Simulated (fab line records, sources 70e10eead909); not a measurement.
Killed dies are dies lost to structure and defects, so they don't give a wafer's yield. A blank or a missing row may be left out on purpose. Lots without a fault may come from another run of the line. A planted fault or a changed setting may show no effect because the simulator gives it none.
fab line records | flow nand_harc
record lots=7 wafers=19 last_day=32
route steps=1302 shown P_M1@315 P_M2@318 END@1302
lots that met no fault: from a run of the same line without faults
start_h: hours from the record's first day to the start of the lot's first wafer shown | wait_h: hours since the lot's step before | " the same as in the row above | L1.1+2: a row that stands for several wafers | - no value, or no start given | * or withheld: withheld | < > ~ a bound
route shown NAME@n: a module of which the file shows steps, and the number in the route of the first | usual: mean/standard deviation of fault-free wafers | same: alike in all rows | chamber/n: place in a boat | sites: the reading at each site | _std_site: their standard deviation | _edge_site: outer sites' mean less inner sites' | radius_mm: how far each site lies from the wafer's centre | mask NAME#n: copy n | behind: the tool/chamber that last shaped the wafer | hold: why the lot was held/for how many hours/how that ended | device: the transistor (n, p or np) that didn't switch | end of line: the same wafers' tests at the end of the route | a step without rows: its recipe alone | killed: dies lost to structure and defects at the first sort, not the wafer's yield | map: a wafer's dies, x killed, . not, _ none there
set.NAME: the setting as run; set.NAME@STEP: as run at that earlier step | model.NAME: the simulator's own value behind a step, which no gauge read
lots at some steps of the route; a table a step, a row a wafer
services: from which hour (start_h, from the record's first day; less than 0 if before it) a tool's chamber was out of use, for how many hours, and why
## steps
# step NHARC_P_M1_INSPECT_27
# usual raw_defect_count=311/130
# columns lot.wafer tool chamber start_h wait_h raw_defect_count
L229.1 defect_inspect-01 - 142.02 0.0 207
L229.2 " - " " 230
L229.6 " - " " 232
L232.1 defect_inspect-02 - 168.16 0.0 180
L232.5 " - " " 138
L233.2 defect_inspect-01 - 175.69 0.0 199
L233.3 " - " " 280
L233.5 " - " " 356
L235.5 defect_inspect-01 - 189.52 0.0 259
L235.6 " - " " 154
L244.3 defect_inspect-02 - 273.30 0.0 262
L244.4 " - " " 340
L244.5 " - " " 280
L245.1 defect_inspect-02 - 292.41 0.0 284
L245.2 " - " " 213
L245.6 " - " " 177
L251.3 defect_inspect-02 - 344.08 0.0 214
L251.5 " - " " 307
L251.6 " - " " 378
# step NHARC_P_M1_PRE_CLEAN_32
# recipe time_s=12 temp_c=370 rf_power_w=300 gas=NH3
# usual heater_power_w=657/60
# columns lot.wafer tool chamber start_h wait_h heater_power_w
L229.1 pecvd-03 0 142.21 0.2 654
L229.2 " 1 " " 615
L229.6 " 1 " " 605
L232.1 pecvd-01 0 168.25 0.1 684
L232.5 " 1 " " 677
L233.2 pecvd-02 2 175.77 0.1 686
L233.3 " 0 " " 585
L233.5 " 1 " " 598
L235.5 pecvd-02 2 189.63 0.1 770
L235.6 " 0 " " 543
L244.3 pecvd-03 2 273.47 0.2 690
L244.5 " 0 " " 636
L244.4 " 2 " " 699
L245.1 pecvd-03 0 292.49 0.1 661
L245.2 " 1 " " 692
L245.6 " 1 " " 664
L251.3 pecvd-03 0 344.16 0.1 633
L251.5 " 0 " " 621
L251.6 " 1 " " 722
# step NHARC_P_M1_DEP_33
# recipe target_thk_a=300 temp_c=370 target_thk_nm=30 pressure_torr=3 flow_sccm=200 rf_w=450 material=SiCN
# usual chamber_pressure_Torr=3.001/0.0063 heater_power_w=609/56
# columns lot.wafer tool chamber start_h wait_h chamber_pressure_Torr heater_power_w
L229.1 pecvd-03 0 142.29 0.1 2.999 644
L229.2 " 1 " " 3.007 588
L229.6 " 1 " " 2.996 590
L232.1 pecvd-01 0 168.39 0.1 2.995 618
L232.5 " 1 " " 3.012 614
L233.2 pecvd-02 2 175.88 0.1 2.987 665
L233.3 " 0 " " 3.002 526
L233.5 " 1 " " 2.991 527
L235.5 pecvd-02 2 189.80 0.2 2.995 704
L235.6 " 0 " " 3.002 510
L244.3 pecvd-03 2 273.61 0.1 3.001 664
L244.5 " 0 " " 3.006 670
L244.4 " 2 " " 3.006 656
L245.1 pecvd-03 0 292.60 0.1 2.999 669
L245.2 " 1 " " 2.998 666
L245.6 " 1 " " 2.995 668
L251.3 pecvd-03 0 344.27 0.1 2.984 663
L251.5 " 0 " " 2.994 644
L251.6 " 1 " " 2.996 627
# step NHARC_P_M2_DEP_00
# recipe target_thk_a=1825 target_thk_nm=182.5 temp_c=withheld pressure_torr=5 flow_sccm=200 rf_w=600 material=SiOC
# step NHARC_P_M2_DEHYDRATE_01
# recipe temp_c=150 time_s=120
# step NHARC_P_M2_HMDS_02
# recipe time_s=30
# step NHARC_P_M2_COAT_34
# recipe temp_c=200 time_s=65
# step NHARC_P_M2_COAT_03
# recipe spin_rpm=1500 resist_thk_nm=90
# step NHARC_P_M2_SOFTBAKE_04
# recipe temp_c=105 time_s=55
# step NHARC_P_M2_EBR_05
# step NHARC_P_M2_EXPOSE_06
# recipe na=1.35 target_cd_nm=170 dose_mj=80.78 mask_id=P_M2
# step NHARC_P_M2_PEB_07
# recipe peb_temp_c=100 peb_time_s=65
# columns lot.wafer tool chamber start_h wait_h
L229.1+2+6 litho_track-06 0 143.44 0.1
L232.1+5 litho_track-06 0 169.47 0.1
L233.2+3+5 litho_track-06 0 177.00 0.1
L235.5+6 litho_track-06 0 190.82 0.0
L244.3+4+5 litho_track-04 0 274.70 0.0
L245.1+2+6 litho_track-04 0 293.70 0.1
L251.3+5+6 litho_track-04 0 345.40 0.0
# step NHARC_P_M2_DEVELOP_08
# recipe develop_time_s=35 dev_temp_c=23
# step NHARC_P_M2_CD_MEAS_09
# recipe target_cd_nm=170 landing_energy_ev=500
# usual cd_nm=170.0/0.79
# columns lot.wafer tool chamber start_h wait_h cd_nm
L229.1 cd_sem-01 0 143.52 - 171.5
L229.2 " 0 " " 171.4
L229.6 " 0 " " 170.6
L232.1 cd_sem-03 0 169.55 - 176.3
L232.5 " 0 " " 178.8
L233.2 cd_sem-01 0 177.08 - 170.6
L233.3 " 0 " " 170.1
L233.5 " 0 " " 178.2
L235.5 cd_sem-03 0 190.91 - 177.8
L235.6 " 0 " " 170.9
L244.3 cd_sem-03 0 274.79 - 169.6
L244.4 " 0 " " 170.5
L244.5 " 0 " " 168.7
L245.1 cd_sem-01 0 293.78 - 169.6
L245.2 " 0 " " 168.9
L245.6 " 0 " " 170.0
L251.3 cd_sem-02 0 345.48 - 169.2
L251.5 " 0 " " 170.0
L251.6 " 0 " " 169.7
# step NHARC_P_M2_OVL_MEAS_10
# recipe pitch_nm=340
# usual overlay_x_nm=-0.1/0.86 overlay_y_nm=0.4/0.73
# columns lot.wafer tool chamber start_h wait_h overlay_x_nm overlay_y_nm
L229.1 overlay-01 - 143.61 - -0.9 0.3
L229.2 " - " " -0.7 0.9
L229.6 " - " " -0.8 0.3
L232.1 overlay-01 - 169.64 - 0.6 0.5
L232.5 " - " " 0.0 1.1
L233.2 overlay-02 - 177.17 - -0.7 -0.3
L233.3 " - " " -1.5 -0.8
L233.5 " - " " -1.1 0.3
L235.5 overlay-02 - 190.99 - 0.0 1.5
L235.6 " - " " -0.3 0.4
L244.3 overlay-01 - 274.87 - -1.0 -0.2
L244.4 " - " " -0.5 -0.2
L244.5 " - " " -0.1 -0.6
L245.1 overlay-01 - 293.87 - 0.6 0.7
L245.2 " - " " -0.2 0.9
L245.6 " - " " 0.3 0.4
L251.3 overlay-02 - 345.56 - 0.3 -0.1
L251.5 " - " " -0.4 0.1
L251.6 " - " " -0.1 0.1
# step NHARC_P_M2_INSPECT_11
# usual raw_defect_count=4.9/2.9
# columns lot.wafer tool chamber start_h wait_h raw_defect_count
L229.1 defect_inspect-02 - 143.64 0.0 2
L229.2 " - " " 4
L229.6 " - " " 4
L232.1 defect_inspect-02 - 169.68 0.0 11
L232.5 " - " " 5
L233.2 defect_inspect-01 - 177.21 0.0 4
L233.3 " - " " 5
L233.5 " - " " 6
L235.5 defect_inspect-02 - 191.02 0.0 1
L235.6 " - " " 8
L244.3 defect_inspect-02 - 274.91 0.0 4
L244.4 " - " " 12
L244.5 " - " " 9
L245.1 defect_inspect-01 - 293.91 0.0 4
L245.2 " - " " 3
L245.6 " - " " 1
L251.3 defect_inspect-02 - 345.60 0.0 2
L251.5 " - " " 4
L251.6 " - " " 5
# step NHARC_P_M2_DESCUM_14
# recipe time_s=3 o2_flow_sccm=200 ar_flow_sccm=0 bias_power_w=0 chemistry=O2
# usual drypump_motor_current_A=5.8/0.46 oes_product_au=0.998/0.012 rf_vpp_V=57.9/0.93 showerhead_plenum_p_Torr=1.95/0.087 throttle_valve_pct=11.312/0.009
# columns lot.wafer tool chamber start_h wait_h drypump_motor_current_A oes_product_au rf_hours_counter_h rf_vpp_V showerhead_plenum_p_Torr throttle_valve_pct model.P_M2.cd_nm
L229.2 rie_diel-05 2 143.71 0.1 6.0 0.995 4.5 58.8 2.07 11.311 171.5
L229.1 " 3 " " 6.8 1.003 3.3 58.5 1.97 11.330 171.7
L229.6 " 2 " " 6.0 0.994 - 58.8 2.07 11.312 170.6
L232.1 rie_diel-05 1 169.74 0.1 5.7 0.991 6.2 58.3 2.00 11.304 176.1
L232.5 " 1 " " 5.7 0.984 - 57.5 2.00 11.309 177.9
L233.2 rie_diel-10 3 177.27 0.1 6.2 1.002 3.7 57.0 1.84 11.306 170.2
L233.3 " 0 " " 5.5 1.002 3.8 59.1 2.02 11.314 170.7
L233.5 " 0 " " 5.5 1.003 - 58.5 2.02 11.307 178.8
L235.6 rie_diel-05 2 191.12 0.1 6.0 1.003 - 57.4 2.07 11.296 170.6
L235.5 " 3 " " 6.7 0.994 - 55.6 1.97 11.308 177.8
L244.4 rie_diel-02 3 274.97 0.1 5.6 0.998 2.5 57.8 1.86 11.317 169.3
L244.3 " 0 " " 6.7 0.986 2.4 57.6 1.84 11.302 169.2
L244.5 " 0 " " 6.7 0.983 - 58.7 1.84 11.323 168.6
L245.2 rie_diel-10 2 293.97 0.1 5.6 0.996 1.2 57.4 2.03 11.309 169.3
L245.1 " 3 " " 6.2 0.988 1.2 57.5 1.84 11.316 168.1
L245.6 " 2 " " 5.6 0.995 - 58.0 2.03 11.316 170.2
L251.3 rie_diel-10 1 345.66 0.1 5.9 1.010 2.9 58.0 1.86 11.287 169.9
L251.5 " 1 " " 5.9 1.010 - 58.0 1.86 11.311 170.9
L251.6 " 2 " " 5.6 1.009 - 57.3 2.03 11.315 169.7
# step NHARC_P_M2_ETCH_35
# recipe target_depth_a=400 overetch_a=120 time_s=43.94 ion_energy_ev=200 n2_flow_sccm=150 h2_flow_sccm=150 ar_flow_sccm=0 rf_w=400 bias_w=150 chemistry=N2/H2
# usual drypump_motor_current_A=5.8/0.45 oes_product_au=0.998/0.013 rf_vpp_V=431.8/2.7 showerhead_plenum_p_Torr=2.09/0.094 throttle_valve_pct=14.172/0.0093
# columns lot.wafer tool chamber start_h wait_h drypump_motor_current_A oes_product_au rf_hours_counter_h rf_vpp_V showerhead_plenum_p_Torr throttle_valve_pct
L229.2 rie_diel-05 2 143.80 0.1 6.0 0.989 4.5 435.9 2.21 14.175
L229.1 " 3 " " 6.7 1.010 3.3 433.1 2.10 14.174
L229.6 " 0 " " 5.3 0.996 - 433.7 2.14 14.189
L232.1 rie_diel-05 3 169.84 0.1 6.7 1.001 5.8 432.0 2.10 14.181
L232.5 " 0 " " 5.3 1.005 - 432.8 2.14 14.164
L233.3 rie_diel-10 2 177.36 0.1 5.6 1.002 3.5 432.9 2.17 14.183
L233.2 " 0 " " 5.5 1.007 3.8 433.5 2.16 14.173
L233.5 " 2 " " 5.6 1.001 - 433.8 2.17 14.181
L235.6 rie_diel-05 1 191.20 0.1 5.7 0.987 - 434.0 2.14 14.166
L235.5 " 2 " " 6.0 0.988 - 433.7 2.21 14.170
L244.4 rie_diel-02 3 275.06 0.1 5.6 1.002 2.5 428.2 1.98 14.188
L244.3 " 0 " " 6.7 0.979 2.4 428.4 1.96 14.198
L244.5 " 2 " " 5.8 1.005 - 434.9 2.18 14.186
L245.1 rie_diel-10 0 294.07 0.1 5.5 0.990 1.0 432.4 2.15 14.160
L245.2 " 2 " " 5.6 1.003 1.2 434.5 2.17 14.182
L245.6 " 2 " " 5.6 0.996 - 435.5 2.17 14.163
L251.3 rie_diel-10 1 345.76 0.1 5.9 1.000 2.9 427.6 1.98 14.174
L251.6 " 2 " " 5.6 0.986 - 433.9 2.17 14.178
L251.5 " 3 " " 6.2 0.979 - 429.2 1.96 14.181
# step NHARC_P_M2_ETCH_15
# recipe target_depth_a=1825 time_s=91.2 c4f8_flow_sccm=withheld ar_flow_sccm=400 rf_w=600 bias_w=300 chemistry=C4F8/Ar
# usual oes_product_au=0.943/0.024 rf_vpp_V=442.1/2.7
# columns lot.wafer tool chamber start_h wait_h oes_product_au rf_hours_counter_h rf_vpp_V
L229.1 rie_diel-05 2 - - 0.927 4.5 446.5
L229.2 " 3 " " 0.928 3.4 443.0
L229.6 " 0 " " 0.919 - 445.0
L232.1 rie_diel-05 0 - - 0.930 5.4 443.4
L232.5 " 0 " " 0.935 - 442.3
L233.2 rie_diel-10 0 - - 0.939 3.8 444.4
L233.3 " 3 " " 0.935 3.7 439.6
L233.5 " 1 " " 0.942 - 439.5
L235.6 rie_diel-05 1 - - 0.913 - 444.4
L235.5 " 2 " " 0.914 - 445.3
L244.3 rie_diel-02 1 - - 0.909 2.1 439.2
L244.4 " 2 " " 0.930 2.1 443.9
L244.5 " 2 " " 0.933 - 443.2
L245.2 rie_diel-10 3 - - 0.959 1.3 437.4
L245.1 " 2 " " 0.969 1.2 445.1
L245.6 " 2 " " 0.964 - 443.9
L251.3 rie_diel-10 3 - - 0.914 3.4 438.6
L251.5 " 0 " " 0.918 - 443.9
L251.6 " 1 " " 0.941 - 439.6
# step NHARC_P_M2_CD_MEAS_16
# usual cd_nm=170.1/1
# columns lot.wafer tool chamber start_h wait_h cd_nm
L229.1 cd_sem-03 - 144.01 - 172.3
L229.2 " - " " 171.4
L229.6 " - " " 169.3
L232.1 cd_sem-03 - 170.05 - 176.7
L232.5 " - " " 177.5
L233.2 cd_sem-03 - 177.57 - 170.1
L233.3 " - " " 170.7
L233.5 " - " " 178.6
L235.5 cd_sem-02 - 191.40 - 178.0
L235.6 " - " " 170.1
L244.3 cd_sem-03 - 275.28 - 170.0
L244.4 " - " " 170.3
L244.5 " - " " 168.6
L245.1 cd_sem-01 - 294.32 - 168.2
L245.2 " - " " 169.5
L245.6 " - " " 170.4
L251.3 cd_sem-01 - 345.97 - 169.9
L251.5 " - " " 171.3
L251.6 " - " " 170.0
# step NHARC_P_M2_STRIP_18
# recipe power_w=1000 n2_flow_sccm=150 h2_flow_sccm=150 ar_flow_sccm=0 bias_w=0 chemistry=N2/H2
# usual drypump_motor_current_A=5.9/0.46 oes_product_au=1.006/0.012 power_w=999.9/2.9 rf_vpp_V=91.0/0.92 showerhead_plenum_p_Torr=2.10/0.088 throttle_valve_pct=14.171/0.0099
# columns lot.wafer tool chamber start_h wait_h drypump_motor_current_A oes_product_au power_w rf_hours_counter_h rf_vpp_V showerhead_plenum_p_Torr throttle_valve_pct
L229.2 rie_diel-10 0 144.13 0.1 5.5 1.005 1000.0 3.0 90.7 2.16 14.175
L229.1 " 1 " " 5.9 1.038 1002.6 2.9 92.2 1.98 14.180
L229.6 " 2 " " 5.6 1.018 1000.4 - 91.6 2.17 14.178
L232.1 rie_diel-10 2 170.15 0.1 5.6 1.006 996.7 3.1 90.2 2.17 14.202
L232.5 " 1 " " 5.9 1.013 999.7 - 91.7 1.98 14.169
L233.3 rie_diel-05 3 177.70 0.1 6.8 1.001 999.7 6.3 90.2 2.10 14.168
L233.2 " 0 " " 5.3 1.002 1002.7 6.4 92.0 2.14 14.168
L233.5 " 1 " " 5.7 0.989 993.0 - 90.8 2.14 14.170
L235.6 rie_diel-10 3 191.57 0.2 6.2 1.002 1003.3 - 90.1 1.96 14.175
L235.5 " 0 " " 5.5 1.005 1001.6 - 91.1 2.16 14.164
L244.4 rie_diel-10 0 275.40 0.1 5.5 0.988 997.7 0.4 92.0 2.15 14.182
L244.3 " 1 " " 6.0 1.009 1002.0 0.5 90.3 1.98 14.179
L244.5 " 3 " " 6.2 0.992 1006.8 - 90.8 1.96 14.156
L245.2 rie_diel-05 3 294.42 0.1 6.8 1.028 1000.5 3.5 91.2 2.10 14.166
L245.1 " 1 " " 5.7 1.007 998.3 2.9 90.8 2.14 14.170
L245.6 " 3 " " 6.7 1.023 1000.0 - 92.1 2.10 14.169
L251.3 rie_diel-05 3 346.13 0.2 6.7 1.020 996.1 5.4 91.0 2.10 14.173
L251.5 " 0 " " 5.2 1.002 999.3 - 90.1 2.13 14.157
L251.6 " 1 " " 5.7 1.015 1001.5 - 90.6 2.14 14.175
# step NHARC_P_M2_ETCH_28
# recipe target_depth_a=300 over_etch_frac=0.3 time_s=72.99 ion_energy_ev=150 cf4_flow_sccm=50 n2_flow_sccm=100 ar_flow_sccm=150 rf_w=300 bias_w=100 chemistry=CF4/N2
# usual drypump_motor_current_A=5.8/0.46 oes_product_au=1.004/0.012 rf_vpp_V=315.3/1.9 showerhead_plenum_p_Torr=2.70/0.1 throttle_valve_pct=19.795/0.0091
# columns lot.wafer tool chamber start_h wait_h drypump_motor_current_A oes_product_au rf_hours_counter_h rf_vpp_V showerhead_plenum_p_Torr throttle_valve_pct model.P_M2.cd_nm
L229.2 rie_diel-10 2 - - 5.6 1.005 2.8 316.7 2.78 19.796 172.1
L229.1 " 0 " " 5.5 0.997 3.0 317.9 2.76 19.787 171.1
L229.6 " 2 " " 5.6 1.007 - 316.0 2.78 19.773 169.2
L232.1 rie_diel-10 2 - - 5.6 1.002 3.1 317.3 2.78 19.797 176.4
L232.5 " 2 " " 5.6 0.997 - 316.2 2.78 19.792 175.8
L233.3 rie_diel-05 3 - - 6.8 0.996 6.3 315.4 2.70 19.806 171.3
L233.2 " 0 " " 5.3 1.010 6.4 316.9 2.74 19.808 170.7
L233.5 " 1 " " 5.7 0.994 - 315.9 2.74 19.784 179.2
L235.5 rie_diel-10 2 - - 5.6 1.008 - 317.7 2.78 19.796 178.7
L235.6 " 3 " " 6.2 1.008 - 313.0 2.54 19.792 169.5
L244.3 rie_diel-10 3 - - 6.2 0.985 0.7 312.3 2.53 19.796 168.7
L244.4 " 0 " " 5.5 0.994 0.4 315.5 2.76 19.796 170.5
L244.5 " 2 " " 5.6 0.994 - 316.6 2.78 19.795 168.6
L245.1 rie_diel-05 3 - - 6.8 1.011 3.5 314.0 2.69 19.793 168.5
L245.2 " 0 " " 5.3 1.005 3.8 315.6 2.74 19.786 169.9
L245.6 " 3 " " 6.8 1.020 - 314.6 2.69 19.787 170.7
L251.3 rie_diel-05 2 - - 6.0 1.017 6.2 316.7 2.82 19.797 169.7
L251.6 " 2 " " 6.0 1.019 - 318.3 2.82 19.801 170.2
L251.5 " 3 " " 6.8 1.017 - 314.5 2.69 19.788 171.5
# step NHARC_P_M2_STRIP_19
# recipe time_s=600 temp_c=30 chemistry=post_etch_residue_remover
# step NHARC_END_SORT_01
# recipe temp_c=25
# usual defect_limited_yield=90.6/2.5 killed_at_array=59/17 killed_at_other=0.9/1.6 killed_at_periphery=3.7/2.3 killed_dies=64/17 killed_open=3.3/1.8 killed_short=2.4/1.6
# same gross_dies=677
# columns lot.wafer tool chamber start_h wait_h defect_limited_yield[%] killed_at_array killed_at_other killed_at_periphery killed_dies killed_open killed_short
L229.1 prober-01 0 576.04 2.5 90.8 59 0 3 62 2 2
L229.2 prober-01 0 576.83 2.8 92.9 47 0 1 48 3 2
L229.6 prober-01 0 580.00 4.0 91.1 56 1 3 60 3 1
L233.2 prober-02 0 598.03 2.8 93.4 41 0 4 45 5 4
L233.3 prober-02 0 598.84 3.1 92.0 51 0 3 54 3 2
L233.5 prober-02 0 600.45 3.7 94.2 36 0 3 39 3 2
L232.1 prober-01 0 604.91 2.5 87.9 73 2 7 82 1 3
L232.5 prober-01 0 608.06 3.7 86.3 88 2 3 93 2 2
L235.5 prober-01 0 622.94 3.7 91.9 53 1 1 55 2 1
L235.6 prober-01 0 623.75 4.0 90.7 58 1 4 63 4 1
L245.1 prober-02 0 714.80 2.5 90.7 58 0 5 63 3 2
L245.2 prober-02 0 715.61 2.8 88.8 74 0 2 76 4 3
L245.6 prober-02 0 718.84 4.0 90.8 60 1 1 62 3 2
L244.3 prober-01 0 717.74 3.1 86.0 92 0 3 95 5 4
L244.4 prober-01 0 718.54 3.4 86.4 83 1 8 92 6 5
L244.5 prober-01 0 719.33 3.7 88.6 72 0 5 77 2 1
L251.3 prober-02 0 766.59 3.1 93.1 43 1 3 47 4 0
L251.5 prober-02 0 768.18 3.7 94.2 37 0 2 39 3 2
L251.6 prober-02 0 768.98 4.0 95.0 33 0 1 34 3 1
# killed by level:class
L229.1 A_CHANNEL_HOLE_D1:chamber_film_flake=28 A_CHANNEL_HOLE_D2:chamber_film_flake=21 A_CONTACT:chamber_film_flake=3 P_STI:chamber_film_flake=2 A_WL_FILL:chamber_film_flake=2 A_M1:chamber_film_flake=2 P_M0:geometric_particle:open=1 A_CHANNEL_HOLE_D1:geometric_particle:short=1
L229.2 A_CHANNEL_HOLE_D1:chamber_film_flake=19 A_CHANNEL_HOLE_D2:chamber_film_flake=18 A_WL_FILL:chamber_film_flake=3 A_WL_FILL:geometric_particle:open=2 A_CHANNEL_FILL_D1:geometric_particle:short=1 A_WL_FILL:geometric_particle:short=1 A_BLC:geometric_particle:open=1 P_ZERO_WELL:chamber_film_flake=1
L229.6 A_CHANNEL_HOLE_D1:chamber_film_flake=27 A_CHANNEL_HOLE_D2:chamber_film_flake=17 A_CONTACT:chamber_film_flake=6 P_GATE:geometric_particle:open=1 P_CONTACT:geometric_particle:open=1 A_CHANNEL_FILL_D1:geometric_particle:short=1 A_WL_FILL:geometric_particle:open=1 P_ZERO_WELL:chamber_film_flake=1
L233.2 A_CHANNEL_HOLE_D2:chamber_film_flake=26 P_CONTACT:geometric_particle:open=2 A_CHANNEL_FILL_D1:chamber_film_flake=2 A_CHANNEL_FILL_D2:chamber_film_flake=2 A_SOURCE_PLATE:geometric_particle:open=1 A_ONON_D1:geometric_particle:open=1 A_CHANNEL_HOLE_D1:geometric_particle:short=1 A_CHANNEL_FILL_D1:geometric_particle:short=1
L233.3 A_CHANNEL_HOLE_D2:chamber_film_flake=34 A_CHANNEL_HOLE_D1:chamber_film_flake=5 A_CHANNEL_FILL_D2:chamber_film_flake=2 A_STAIRCASE:chamber_film_flake=2 A_CONTACT:chamber_film_flake=2 P_CONTACT:geometric_particle:open=1 A_ONON_D1:geometric_particle:open=1 A_DECK1_JOINT:geometric_particle:short=1
L233.5 A_CHANNEL_HOLE_D2:chamber_film_flake=24 A_CHANNEL_HOLE_D1:chamber_film_flake=3 A_STAIRCASE:chamber_film_flake=2 P_GATE:geometric_particle:open=1 A_ONON_D2:geometric_particle:short=1 A_ONON_D1:geometric_particle:open=1 A_CHANNEL_FILL_D1:geometric_particle:open=1 A_CONTACT:geometric_particle:short=1
L232.1 A_CHANNEL_HOLE_D1:chamber_film_flake=30 A_SLIT:chamber_film_flake=25 A_CHANNEL_HOLE_D2:chamber_film_flake=7 P_STI:chamber_film_flake=5 A_CONTACT:chamber_film_flake=5 A_CHANNEL_FILL_D1:chamber_film_flake=2 THIN_TSV:chamber_film_flake=2 P_GATE:geometric_particle:open=1
L232.5 A_SLIT:chamber_film_flake=35 A_CHANNEL_HOLE_D1:chamber_film_flake=25 A_CHANNEL_HOLE_D2:chamber_film_flake=11 A_STAIRCASE:chamber_film_flake=4 A_CONTACT:chamber_film_flake=4 A_CHANNEL_FILL_D1:chamber_film_flake=3 A_ONON_D1:geometric_particle:open=2 P_STI:chamber_film_flake=2
L235.5 A_CHANNEL_HOLE_D1:chamber_film_flake=26 A_CHANNEL_HOLE_D2:chamber_film_flake=17 A_CONTACT:chamber_film_flake=3 A_CHANNEL_FILL_D1:geometric_particle:open=2 A_STAIRCASE:chamber_film_flake=2 P_GATE:geometric_particle:short=1 A_CHANNEL_FILL_D2:chamber_film_flake=1 A_WL_FILL:chamber_film_flake=1
L235.6 A_CHANNEL_HOLE_D1:chamber_film_flake=33 A_CHANNEL_HOLE_D2:chamber_film_flake=9 P_M1:chamber_film_flake=4 A_CHANNEL_FILL_D2:chamber_film_flake=3 A_STAIRCASE:chamber_film_flake=3 A_CONTACT:chamber_film_flake=3 A_M0:chamber_film_flake=2 A_CHANNEL_FILL_D1:geometric_particle:open=1
L245.1 A_CHANNEL_HOLE_D1:chamber_film_flake=27 A_CHANNEL_HOLE_D2:chamber_film_flake=22 A_CONTACT:chamber_film_flake=5 P_GATE:geometric_particle:open=1 P_CONTACT:geometric_particle:short=1 P_M0:geometric_particle:open=1 A_CHANNEL_HOLE_D1:geometric_particle:open=1 A_CHANNEL_FILL_D2:geometric_particle:short=1
L245.2 A_CHANNEL_HOLE_D1:chamber_film_flake=34 A_CHANNEL_HOLE_D2:chamber_film_flake=26 A_SLIT:chamber_film_flake=4 A_CONTACT:chamber_film_flake=3 A_BLC:geometric_particle:open=2 P_M1:geometric_particle:open=1 A_STAIRCASE:geometric_particle:short=1 A_SGD_CUT:geometric_particle:open=1
L244.3 A_CHANNEL_HOLE_D1:chamber_film_flake=29 A_CHANNEL_HOLE_D2:chamber_film_flake=25 A_STAIRCASE:chamber_film_flake=11 A_WL_FILL:chamber_film_flake=8 A_CONTACT:chamber_film_flake=6 A_SLIT:chamber_film_flake=5 P_GATE:geometric_particle:open=1 P_M2:geometric_particle:open=1
L244.4 A_CHANNEL_HOLE_D1:chamber_film_flake=32 A_CHANNEL_HOLE_D2:chamber_film_flake=21 P_GATE:chamber_film_flake=6 A_SLIT:chamber_film_flake=6 A_CONTACT:chamber_film_flake=6 A_STAIRCASE:chamber_film_flake=3 A_CHANNEL_HOLE_D1:geometric_particle:short=2 A_DECK1_JOINT:geometric_particle:open=2
L245.6 A_CHANNEL_HOLE_D1:chamber_film_flake=29 A_CHANNEL_HOLE_D2:chamber_film_flake=18 A_CONTACT:chamber_film_flake=5 P_M1:geometric_particle:open=1 A_SOURCE_PLATE:geometric_particle:short=1 A_ONON_D1:geometric_particle:open=1 A_DECK1_JOINT:geometric_particle:open=1 A_WL_FILL:geometric_particle:short=1
L244.5 A_CHANNEL_HOLE_D1:chamber_film_flake=30 A_CHANNEL_HOLE_D2:chamber_film_flake=15 A_SLIT:chamber_film_flake=7 A_STAIRCASE:chamber_film_flake=7 A_WL_FILL:chamber_film_flake=5 A_CONTACT:chamber_film_flake=3 A_BLC:geometric_particle:open=2 P_GATE:chamber_film_flake=2
L251.3 A_CHANNEL_HOLE_D2:chamber_film_flake=27 A_SLIT:chamber_film_flake=10 P_CONTACT:geometric_particle:open=1 A_ONON_D2:geometric_particle:open=1 A_SGD_CUT:geometric_particle:open=1 A_BLC:geometric_particle:open=1 P_ZERO_WELL:chamber_film_flake=1 P_STI:chamber_film_flake=1
L251.5 A_CHANNEL_HOLE_D2:chamber_film_flake=23 A_SLIT:chamber_film_flake=7 P_STI:chamber_film_flake=2 A_ONON_D1:geometric_particle:open=1 A_CHANNEL_FILL_D1:geometric_particle:short=1 A_WL_FILL:geometric_particle:short=1 A_CONTACT:geometric_particle:open=1 A_BLC:geometric_particle:open=1
L251.6 A_CHANNEL_HOLE_D2:chamber_film_flake=22 A_SLIT:chamber_film_flake=6 P_M0:geometric_particle:open=1 A_CHANNEL_HOLE_D1:geometric_particle:open=1 A_CHANNEL_FILL_D2:geometric_particle:short=1 A_CHANNEL_FILL_D2:geometric_particle:open=1 A_STAIRCASE:chamber_film_flake=1 A_WL_FILL:chamber_film_flake=1
## services
# columns tool chamber start_h hours kind
rie_diel-02 2 127.81 2.6 repair
pecvd-01 - 130.22 13.0 pm
pecvd-02 - 164.91 1.5 repair
rie_diel-10 2 178.31 1.4 repair
litho_track-06 - 179.00 7.0 pm
pecvd-03 - 185.12 13.0 pm
pecvd-01 1 189.59 2.5 repair
rie_diel-05 3 192.28 6.1 repair
rie_diel-10 3 195.13 11.9 repair
litho_track-04 - 203.00 7.0 pm
rie_diel-10 1 208.73 7.4 repair
rie_diel-02 - 216.72 9.0 pm
rie_diel-05 - 230.04 9.0 pm
rie_diel-10 - 242.50 9.0 pm
rie_diel-05 3 250.10 7.9 repair
rie_diel-05 1 256.13 19.2 repair
pecvd-02 2 263.34 5.8 repair
pecvd-02 - 266.60 13.0 pm
rie_diel-10 1 282.43 12.4 repair
rie_diel-02 - 290.20 1.4 repair
rie_diel-10 3 296.05 4.8 repair
pecvd-01 - 311.22 13.0 pm
rie_diel-10 2 326.59 4.0 repair
rie_diel-02 3 344.88 11.2 repair
## key
first_sign step=NHARC_P_M2_CD_MEAS_09 reading=cd_nm direction=up sigmas=9.8 usual=170.0 struck=177.8
effect step=NHARC_P_M2_CD_MEAS_16 reading=cd_nm direction=up sigmas=7.5 usual=170.1 struck=177.7
model_effect step=NHARC_P_M2_DESCUM_14 value=P_M2.cd_nm without=170.3 struck=177.7
model_effect step=NHARC_P_M2_ETCH_28 value=P_M2.cd_nm without=170.2 struck=177.5
met_at NHARC_P_M2_PEB_07
struck_wafers L232.1,L232.5,L233.5,L235.5
onset_between 143.44 169.47
fault kind=process_parameter_drift tool=litho_track-06 chamber=- onset_h=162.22 steps=NHARC_P_M2_PEB_07 channel=peb_time_s offset=* shape=step end_h=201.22 scope=struck_wafers_only acts_in=* stated=*
